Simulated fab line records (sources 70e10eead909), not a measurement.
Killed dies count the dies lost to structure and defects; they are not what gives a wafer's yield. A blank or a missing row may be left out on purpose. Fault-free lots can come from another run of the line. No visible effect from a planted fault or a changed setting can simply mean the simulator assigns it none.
Chamber matching    flow nand harc    3 sister chambers for NHARC_A_CHANNEL_HOLE_D1_DEP_01 on pecvd-04
The step deposits SiON, target thk 140 nm. 6 wafers are shown with their chamber, then 8 later ones without.

== WAFERS, EACH WITH ITS CHAMBER ==
wafer   chamber  heater power w (W)  susceptor temp C (C)
L078.1  1        629                 399.89
L082.5  1        661                 399.88
L087.1  0        775                 399.87
L087.4  2        654                 400.11
L087.5  0        748                 399.71
L088.1  2        609                 400.18

== WAFERS MISSING THEIR CHAMBER ==
wafer   heater power w (W)  susceptor temp C (C)
L088.4  619                 400.14
L088.6  749                 400.00
L091.4  654                 400.19
L091.5  721                 400.41
L091.6  690                 400.06
L095.1  647                 400.09
L095.3  568                 400.12
L095.6  650                 400.06

== WHICH CHAMBER EACH WENT THROUGH ==
wafer    from the rows above       in truth
L088.4   2                         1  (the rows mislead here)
L088.6   can't be placed: 0 or 1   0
L091.4   2                         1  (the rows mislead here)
L091.5   2                         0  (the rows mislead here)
L091.6   can't be placed: 2 or 1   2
L095.1   can't be placed: 2 or 1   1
L095.3   can't be placed: 2 or 1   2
L095.6   can't be placed: 2 or 1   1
Correct placement for 0 of the 8. From these rows, 5 cannot be placed; in 5 the true chamber is one of the candidates. Placed wrongly: 3.
How it was worked out, from the rows above alone: a wafer's distance from a chamber is the root of the sum, over the readings, of the square of ((its reading less the chamber's mean) divided by the reading's scatter). If the next closest chamber is less than 2 further off than the closest, the wafer can't be placed; otherwise it belongs to the closest. For every chamber, the mean is computed from those of its wafers that are shown. How the scatter is found: for the shown wafers, subtract from each reading the mean of its chamber, square and add these, divide the total by (wafers less chambers), then take the root.
